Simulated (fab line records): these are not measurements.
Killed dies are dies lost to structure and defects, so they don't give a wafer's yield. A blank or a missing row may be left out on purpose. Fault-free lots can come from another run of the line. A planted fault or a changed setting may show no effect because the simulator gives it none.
fab line records + flow n5Finfet
record
- lots=4
- wafers=12
- lastDay=18
route steps=1938 shown BEOL_M1@826 BEOL_M2@841 BEOL_M4@1111 PASSIVATION@1936
lots that met no fault: from a run of the same line without faults
startH: start of the lot's first displayed wafer, in hours after the record's first day + waitH: hours from the lot's prior step to this one + " repeats the value in the row above + L1.1+2: one row covering several wafers at once + - no value, or no start was given + * or withheld: withheld + < > ~ a bound
route shown NAME@n: names a module that has steps shown in the file, with the first one's number in the route + usual: the fault-free wafers' mean and standard deviation + same: alike in all rows + chamber/n: place in a boat + sites: per-site readings + _std_site: the values' standard deviation + _edge_site: mean of outer sites minus mean of inner sites + radiusMm: for every site, how far away it sits from the centre of the wafer + mask NAME#n: copy n + behind: tool/chamber where the wafer was last shaped + hold: why the lot was held/for how many hours/how that ended + device: whichever transistor did not switch (one of n, p or np) + end of line: the tests these same wafers got at the end of their route + step lacking rows: just its recipe + killed: dies that structure and defects cost at the first sort, which is not the same as the wafer's yield + map: a wafer's dies, x killed, . not, _ none there
set.NAME: the setting as run; set.NAME@STEP: as run at that earlier step + model.NAME: the simulator's own value behind a step, which no gauge read
lots at some steps of the route; a table a step, a row a wafer
services: when a tool's chamber went out of use (startH, in hours from the record's first day, below 0 if earlier), for how many hours, and the reason
## steps
# step N5_BEOL_M1_SPUTTER_92
# recipe
- material=Cu
- targetThkA=45
- tempC=-20
- chamberPressurePa=0.07
- powerW=withheld
- timeS=8.29
# step N5_BEOL_M1_ANNEAL_93
# recipe
- tempC=400
- timeS=240
- ambient=vacuum
# step N5_BEOL_M1_SPUTTER_94
# recipe
- material=Cu
- targetThkA=45
- tempC=-20
- chamberPressurePa=0.07
- powerW=withheld
- timeS=8.29
# step N5_BEOL_M1_ANNEAL_95
# recipe
- tempC=400
- timeS=240
- ambient=vacuum
# step N5_BEOL_M1_SPUTTER_96
# recipe
- material=Cu
- targetThkA=45
- tempC=-20
- chamberPressurePa=0.07
- powerW=withheld
- timeS=8.29
# step N5_BEOL_M1_ECD_50
# recipe
- material=Cu
- targetThkA=3000
# step N5_BEOL_M1_ANNEAL_51
# recipe
- tempC=225
- timeS=90
- ambient=N2
# step N5_BEOL_M1_CMP_52
# recipe
- stopOn=SiOC
- tOverpolishS=6.8
- downForcePsi=1
- platenRpm=50
- clearingPlatenDownForcePsi=1.5
- clearingPlatenRpm=50
- postCmpClean=cuAlkaline
- targetThkNm=40
- clearingPlatenPadVelocityMS=0.99484
- padVelocityMS=0.99484
# step N5_BEOL_M1_PRE_CLEAN_60
# recipe
- gas=NH3/H2
- timeS=15
- tempC=*
- rfPowerW=300
# step N5_BEOL_M1_CO_CAP_55
# recipe
- material=Co
- targetThkA=20
- tempC=200
- precursor=CCTBA/H2
- pressureTorr=30
- timeS=102.1
# step N5_BEOL_M1_PRE_CLEAN_56
# recipe
- gas=NH3
- timeS=15
- tempC=withheld
- rfPowerW=300
# step N5_BEOL_M1_DEP_57
# recipe
- material=SiCN
- targetThkA=80
- tempC=withheld
- precursor=3MS/NH3
- pressureTorr=3
- rfW=202
- timeS=14
# usual
- showerheadPlenumPTorr=3.662/0.01
- throttleValvePct=9.0/0.61
| lot.wafer | tool     | chamber | startH | waitH | showerheadPlenumPTorr | throttleValvePct |
|-----------|----------|---------|--------|-------|-----------------------|------------------|
| L455.2    | pecvd-02 | 1       | 177.63 | 0.0   | 3.660                 | 8.3              |
| L455.3    | "        | 0       | "      | "     | 3.669                 | 9.2              |
| L455.6    | "        | 1       | "      | "     | 3.655                 | 8.5              |
| L459.1    | pecvd-02 | 1       | 196.07 | 0.0   | 3.664                 | 8.6              |
| L459.2    | "        | 0       | "      | "     | 3.664                 | 9.0              |
| L459.4    | "        | 1       | "      | "     | 3.663                 | 8.4              |
| L466.1    | pecvd-01 | 1       | 244.99 | 0.0   | 3.654                 | 10.7             |
| L466.2    | "        | 0       | "      | "     | 3.655                 | 8.9              |
| L466.5    | "        | 1       | "      | "     | 3.646                 | 10.5             |
| L471.4    | pecvd-02 | 2       | 276.94 | 0.0   | 3.660                 | 9.0              |
| L471.5    | "        | 0       | "      | "     | 3.662                 | 9.2              |
| L471.6    | "        | 1       | "      | "     | 3.666                 | 8.6              |
# step N5_BEOL_M1_INSPECT_59
# recipe
- inspectInstrument=darkfield
- mode=postDep
# usual
- rawDefectCount=79/26
| lot.wafer | tool             | chamber | startH | waitH | rawDefectCount |
|-----------|------------------|---------|--------|-------|----------------|
| L455.2    | defectInspect-02 | -       | 177.72 | 0.0   | 1230           |
| L455.3    | "                | -       | "      | "     | 83             |
| L455.6    | "                | -       | "      | "     | 1185           |
| L459.1    | defectInspect-01 | -       | 196.16 | 0.0   | 1167           |
| L459.2    | "                | -       | "      | "     | 59             |
| L459.4    | "                | -       | "      | "     | 1167           |
| L466.1    | defectInspect-02 | -       | 245.08 | 0.0   | 99             |
| L466.2    | "                | -       | "      | "     | 90             |
| L466.5    | "                | -       | "      | "     | 84             |
| L471.4    | defectInspect-01 | -       | 277.02 | 0.0   | 112            |
| L471.5    | "                | -       | "      | "     | 131            |
| L471.6    | "                | -       | "      | "     | 122            |
# step N5_BEOL_M2_ILD_DEP_00
# recipe
- material=SiOC
- targetThkA=790
- tempC=350
- precursor=DEMS/O2
- pressureTorr=5
- rfW=500
- timeS=15.3
# step N5_BEOL_M2_PECVD_72
# recipe
- material=SiO2
- targetThkA=160
- tempC=400
- precursor=TEOS/O2
- pressureTorr=5.5
- rfW=450
- teosFlowSccm=53.8
- gas=O2
- flowSccm=3000
- timeS=18
# step N5_BEOL_M2_HM_DEP_02
# recipe
- material=TiN
- targetThkA=200
- tempC=25
- chamberPressurePa=0.49996
# step N5_BEOL_M2_COAT_61
# recipe
- resist=SOC
- tempC=250
- timeS=60
- spinRpm=1500
- resistThkNm=60
# step N5_BEOL_M2_COAT_62
# recipe
- resist=SiARC
- tempC=220
- timeS=60
- spinRpm=1500
- resistThkNm=12
# step N5_BEOL_M2_COAT_73
# recipe
- resist=underlayer
- tempC=205
- timeS=60
- spinRpm=1500
- resistThkNm=5
# step N5_BEOL_M2_COAT_05
# recipe
- resist=CAR-EUV
- spinRpm=1500
- resistThkNm=30
# step N5_BEOL_M2_EBR_07
# recipe
- solvent=PGMEA
- ebrWidthMm=1.5
# step N5_BEOL_M2_SOFTBAKE_06
# recipe
- tempC=110
- timeS=60
- resist=CAR-EUV
# step N5_BEOL_M2_EXPOSE_08
# recipe
- maskId=M2
- na=0.33
- sourceShape=dipole
- sigmaInner=0.369
- sigmaOuter=0.767
- polarization=unpolarized
- doseMj=41.25
# step N5_BEOL_M2_PEB_09
# recipe
- pebTempC=100
- pebTimeS=60
- resist=CAR-EUV
# step N5_BEOL_M2_DEVELOP_10
# recipe
- developTimeS=30
- developer=TMAH
- resist=CAR-EUV
- rinseLiquid=surfactantRinse
- dry=airSpin
- devTempC=23
# step N5_BEOL_M2_INSPECT_13
# recipe
- mode=adi
- inspectInstrument=brightfield
# usual
- rawDefectCount=450/110
| lot.wafer | tool             | chamber | startH | waitH | rawDefectCount |
|-----------|------------------|---------|--------|-------|----------------|
| L455.2    | defectInspect-01 | -       | 178.53 | 0.0   | 1541           |
| L455.3    | "                | -       | "      | "     | 383            |
| L455.6    | "                | -       | "      | "     | 1561           |
| L459.1    | defectInspect-01 | -       | 198.74 | 0.1   | 1459           |
| L459.2    | "                | -       | "      | "     | 526            |
| L459.4    | "                | -       | "      | "     | 1517           |
| L466.1    | defectInspect-02 | -       | 246.25 | 0.1   | 483            |
| L466.2    | "                | -       | "      | "     | 452            |
| L466.5    | "                | -       | "      | "     | 404            |
| L471.4    | defectInspect-02 | -       | 278.63 | 0.0   | 566            |
| L471.5    | "                | -       | "      | "     | 644            |
| L471.6    | "                | -       | "      | "     | 569            |
# step N5_BEOL_M2_DESCUM_16
# recipe
- chemistry=O2
- timeS=7
- sourcePowerW=50
- biasPowerW=20
- pressureMtorr=20
- rfFrequencyHz=2.712e+07
- tempC=40
- resist=CAR-EUV
- o2FlowSccm=225
# step N5_BEOL_M4_RC_MEAS_101
# usual
- DIBL_N=35.7/1.5
- DIBL_P=35.7/2
- IOFF_N=0.155/0.026
- IOFF_P=0.20/0.031
- ION_N=675/11
- ION_P=462/7.1
- SS_N=71.3/0.57
- SS_P=73.1/0.56
- VT_N=250/3
- VT_P=-251/3
| lot.wafer | tool      | chamber | startH | waitH | DIBL_N[mV/V] | DIBL_P[mV/V] | IOFF_N[nA/um] | IOFF_P[nA/um] | ION_N[uA/um] | ION_P[uA/um] | SS_N[mV/dec] | SS_P[mV/dec] | VT_N[mV] | VT_P[mV] |
|-----------|-----------|---------|--------|-------|--------------|--------------|---------------|---------------|--------------|--------------|--------------|--------------|----------|----------|
| L455.2    | prober-01 | 0       | 217.64 | 0.8   | 34.0         | 33.0         | 0.113         | 0.15          | 661          | 449          | 70.9         | 72.8         | 255      | -257     |
| L455.3    | "         | 0       | "      | "     | 34.4         | 34.9         | 0.131         | 0.18          | 680          | 473          | 71.6         | 73.0         | 252      | -256     |
| L455.6    | "         | 0       | "      | "     | 36.8         | 37.2         | 0.156         | 0.21          | 669          | 461          | 72.2         | 74.0         | 252      | -251     |
| L459.1    | prober-02 | 0       | 233.72 | 0.0   | 35.5         | 34.3         | 0.145         | 0.19          | 668          | 457          | 71.2         | 73.0         | 250      | -250     |
| L459.2    | "         | 0       | "      | "     | 35.6         | 34.6         | 0.150         | 0.19          | 675          | 460          | 71.9         | 73.2         | 249      | -251     |
| L459.4    | "         | 0       | "      | "     | 35.2         | 33.9         | 0.131         | 0.18          | 662          | 459          | 71.0         | 72.7         | 253      | -251     |
| L466.1    | prober-02 | 0       | 292.94 | 0.0   | 33.0         | 34.1         | 0.122         | 0.14          | 677          | 453          | 70.5         | 72.4         | 253      | -258     |
| L466.2    | "         | 0       | "      | "     | 34.8         | 35.4         | 0.139         | 0.15          | 673          | 452          | 71.1         | 72.5         | 253      | -258     |
| L466.5    | "         | 0       | "      | "     | 33.7         | 34.6         | 0.132         | 0.15          | 679          | 456          | 71.4         | 73.2         | 251      | -257     |
| L471.4    | prober-02 | 0       | 320.53 | 0.5   | 37.1         | 38.4         | 0.175         | 0.22          | 669          | 457          | 71.6         | 73.4         | 249      | -252     |
| L471.5    | "         | 0       | "      | "     | 35.9         | 37.9         | 0.164         | 0.20          | 681          | 462          | 71.2         | 73.8         | 250      | -252     |
| L471.6    | "         | 0       | "      | "     | 38.2         | 40.2         | 0.214         | 0.26          | 680          | 464          | 72.1         | 74.0         | 244      | -248     |
# step N5_PASSIVATION_PROBE_49
# usual
- defectLimitedYield=91.4/1.5
- killed_at_M0_to_M3=34/10
- killed_at_M4_up=15/6
- killedAtContacts=12/6
- killedAtFrontEnd=37/11
- killedAtOther=3.3/2.8
- killedDies=101/18
- killedOpen=66/14
- killedShort=33/7.8
- sort_bin_5_function=5.0/0.97
- sort_bin_6_memory=3.2/0.72
- sortNPass=1079/18
- sortYieldPct=91.4/1.5
# same
- grossDies=1180
- killedAtBackSide=0
- sort_bin_4_leakage[%]=0
- sort_bin_8_speed[%]=0
| lot.wafer | tool      | chamber | startH | waitH | defectLimitedYield[%] | killed_at_M0_to_M3 | killed_at_M4_up | killedAtContacts | killedAtFrontEnd | killedAtOther | killedDies | killedOpen | killedShort | sort_bin_5_function[%] | sort_bin_6_memory[%] | sortNPass | sortYieldPct[%] |
|-----------|-----------|---------|--------|-------|-----------------------|--------------------|-----------------|------------------|------------------|---------------|------------|------------|-------------|------------------------|----------------------|-----------|-----------------|
| L455.2    | prober-02 | -       | 330.91 | 0.1   | 80.6                  | 171                | 15              | 18               | 24               | 1             | 229        | 48         | 28          | 11.4                   | 3.9                  | 951       | 80.6            |
| L455.6    | prober-02 | -       | 331.11 | 0.3   | 81.0                  | 174                | 11              | 12               | 25               | 2             | 224        | 47         | 16          | 11.1                   | 3.2                  | 956       | 81.0            |
| L459.1    | prober-01 | -       | 347.92 | 0.0   | 81.0                  | 159                | 14              | 4                | 43               | 4             | 224        | 48         | 25          | 11.5                   | 3.2                  | 956       | 81.0            |
| L459.4    | prober-01 | -       | 348.07 | 0.2   | 79.7                  | 179                | 15              | 9                | 35               | 2             | 240        | 58         | 31          | 13.1                   | 3.7                  | 940       | 79.7            |
# killed by level:class
L455.2 BEOL_M1:unspecified=150 MOL_CONTACT_COAG:geometricParticle:open=16 BEOL_M0_SAQP:geometricParticle:open=6 FIN_SAQP:geometricParticle:short=5 BEOL_M0_SAQP:geometricParticle:short=5 BEOL_M5:geometricParticle:short=5 BEOL_M1:geometricParticle:open=4 BEOL_M4:geometricParticle:open=3
L455.6 BEOL_M1:unspecified=159 MOL_CONTACT_COAG:geometricParticle:open=10 STI_FIN_REVEAL:geometricParticle:open=6 BEOL_M4:geometricParticle:open=6 DUMMY_GATE:geometricParticle:open=4 BEOL_M2:geometricParticle:open=4 GATE_CUT:geometricParticle:short=3 BEOL_M0_SAQP:geometricParticle:open=3
L459.1 BEOL_M1:unspecified=141 FIN_SAQP:geometricParticle:open=10 HKMG_FIN:areaEtch=10 STI_FIN_REVEAL:geometricParticle:open=9 BEOL_M4:geometricParticle:open=8 BEOL_M0_SAQP:geometricParticle:short=7 BEOL_M0_SAQP:geometricParticle:open=6 STI_FIN_REVEAL:geometricParticle:short=4
L459.4 BEOL_M1:unspecified=149 FIN_SAQP:geometricParticle:open=11 BEOL_M0_SAQP:geometricParticle:open=10 MOL_CONTACT_COAG:geometricParticle:open=8 BEOL_M0_SAQP:geometricParticle:short=6 STI_FIN_REVEAL:geometricParticle:open=6 BEOL_M4:geometricParticle:open=6 BEOL_M3:geometricParticle:open=5
# map L455.2 (x killed, . not)
_________________.....x......________________
______________.........x........_____________
___________....x.........x.x....x..__________
__________....x.x................x.._________
________.............................._______
_______............x...................______
______...............x...........x.x.x.._____
_____..x....x............................____
____........x.................x...........___
___........................................__
___..........x.x.........x.................__
__..........................x.........x....._
__.........xx..............x.xx.....x......._
_...................x.xx.xxxxx..x...x........
_...x..........x.......xx.x.xxxx.xx..x.x.....
_..................x.....xxxxxxxxxx.xx.....x.
_.x.....x..............xxxxxxxxxxxxx.........
_.....................x.xxxxxxxxxxxxx........
_...........x....x....xxxxxxxxxxxxxxx.x......
_..x..........x........xxxxxxxxxxxxxxxx..x...
_x....................x.xxxxxxxxxxxxx.x......
__.xx.......xx.........xxxxxxxxxxxxx....x..._
__..x..x......x.......x.xxxxxxxxxxxx.x...x.._
___...............x......xxxxxxxxx.x.....x.__
___.............x....x...xx.xxxxx...x......__
____...xx.......x.........xx.x...x........___
_____..........x.............x...........____
______...........x...............x..x..._____
_______...............xxx..............______
________....x.............x..........._______
__________....x......x.........xx..._________
___________.........x..............__________
______________.................._____________
_________________...........x________________
# map L459.4 (x killed, . not)
_________________.....x...x..________________
______________........x..x.....x_____________
___________........x...............__________
__________..........x........x...x.._________
________..........x..................._______
_______........................xx......______
______............x..........x.........._____
_____.......x...x.x......................____
____....x.......x......................x..___
___...x......x.x.........................x.__
___.........................x.......x....x.__
__..................x.....x................._
__.................x...................x...._
_..x..x.x.x.............x.xxxxx..............
_.....x.........x.....x...xxxxxx.xx...x......
_.........x............xxxxxxxxxxxxxx........
_............x..x.....x.xxxxxxxxxxxxx.x......
_.......x.x..........xx.xxxxxxxxxxxxx........
_..x....x...............xxxxxxxxxxxxxx.......
_...x.................xxxxxxxxxxxxxxx........
_.....x...x........xx..xxxxxxxxxxxxxxx.x.....
__...x.................xxxxxxxxxxxxxxx....x._
__...........x..x....x...xxxxxxxxxxxxx......_
___....x...x...x......x.xxxxxxxx.xxx.xx.x..__
___..x.....x............x...xxx.xx.xxx.....__
____.....................x.xx.x..xx.......___
_____..........x....x..x....x............____
______..............x..................._____
_______...xx.................x.........______
________.........x...................._______
__________............x......x......_________
___________...x......x.........xx..__________
______________..x.xx............_____________
_________________............________________
## services
| tool     | chamber | startH | hours | kind          |
|----------|---------|--------|-------|---------------|
| pecvd-02 | 0       | 156.95 | 2.1   | scheduledDown |
| pecvd-01 | 2       | 168.25 | 2.1   | scheduledDown |
| pecvd-02 | 1       | 209.88 | 2.1   | scheduledDown |
| pecvd-02 | 2       | 223.44 | 4.2   | repair        |
| pecvd-01 | -       | 255.82 | 1.6   | repair        |
## key
firstSign
- step=N5_BEOL_M1_INSPECT_59
- reading=rawDefectCount
- direction=up
- sigmas=43
- usual=79
- struck=1187
effect
- step=N5_BEOL_M2_INSPECT_13
- reading=rawDefectCount
- direction=up
- sigmas=9.9
- usual=450
- struck=1520
effect
- step=N5_PASSIVATION_PROBE_49
- reading=killed_at_M0_to_M3
- direction=up
- sigmas=13
- usual=34
- struck=171
moreKillsBornAt
- N5_BEOL_M1_DEP_57@pecvd-02=599
metAt N5_BEOL_M1_DEP_57
struckWafers L455.2,L455.6,L459.1,L459.4
baselineLoss
- step=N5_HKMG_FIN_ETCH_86
- wafers=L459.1
fault
- kind=chamberParticleSource
- tool=pecvd-02
- chamber=1
- onsetH=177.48
- steps=N5_BEOL_M1_DEP_57
- ratePerVisitCm2=1.7114
- endH=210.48
# baselineLoss: these wafers lose ten dies or more at that step, a loss of the line's own and not of a fault; the sort's usual values leave them out
